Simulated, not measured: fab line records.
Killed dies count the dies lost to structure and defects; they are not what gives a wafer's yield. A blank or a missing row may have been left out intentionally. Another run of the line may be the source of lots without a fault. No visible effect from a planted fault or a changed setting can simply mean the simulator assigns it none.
Which tool did it? ; flow nand harc ; 18 wafers from 6 lots sampled at 3 of the route's 1159 steps

== WHAT THE GAUGES SHOWED, per wafer ==
NHARC_A_CHANNEL_HOLE_D1_INSPECT_40.
lot;measured;on;raw defect count
L188;day 9 03:23;defect inspect-01;59 57 66
L193;day 10 15:08;defect inspect-01;53 57 58
L195;day 10 19:19;defect inspect-02;69 75 54
L198;day 11 17:51;defect inspect-02;67 44 66
L200;day 11 21:42;defect inspect-02;61 79 76
L203;day 12 15:01;defect inspect-02;101 44 72

== EACH LOT AND THE TOOL THAT RAN IT (in order: tool; ch and the chambers of the sampled wafers; start) ==
lot;NHARC_A_CHANNEL_HOLE_D1_ETCH_23;NHARC_A_CHANNEL_HOLE_D1_ETCH_33
L188;har etch-01 ch 0,1, day 8 23:28;har etch-01 ch 0,1, day 9 01:44
L193;har etch-01 ch 1, day 10 10:57;har etch-01 ch 1, day 10 13:26
L195;har etch-01 ch 0,1, day 10 15:01;har etch-01 ch 0,1, day 10 17:34
L198;har etch-01 ch 0,1, day 11 13:16;har etch-01 ch 0,1, day 11 15:48
L200;har etch-01 ch 0,1, day 11 17:26;har etch-01 ch 0,1, day 11 19:59
L203;har etch-02 ch 0,1, day 12 10:59;har etch-02 ch 0,1, day 12 13:21
- NHARC_A_CHANNEL_HOLE_D1_ETCH_23: etches the open film in C4F8/O2/Ar, time 819 s, target depth 1600 nm.
- NHARC_A_CHANNEL_HOLE_D1_ETCH_33: etches the open film in C4F8/O2/Ar, time 90 s, target depth 400 nm.

== THE ANSWER, worked out from the rows above alone ==
Rule: usual is defined by the lots themselves. The widest of any qualifying gaps counts: lots, ordered by their means at a reading, are off when they make up no more than a third of the lots, leave a main group of 4 or more, and stand apart from it by 3 or more times the standard deviation of that group's means. The tables above print the reading to a certain number of digits; a main group whose means all agree to those digits is not used. A lot without any number at a reading at which 4 lots or more have one is off too. The other lots that the step has rows for count as sound.
None of the lots is off at any reading shown; this tells nothing.

== WHAT THE SIMULATOR PUT IN ==
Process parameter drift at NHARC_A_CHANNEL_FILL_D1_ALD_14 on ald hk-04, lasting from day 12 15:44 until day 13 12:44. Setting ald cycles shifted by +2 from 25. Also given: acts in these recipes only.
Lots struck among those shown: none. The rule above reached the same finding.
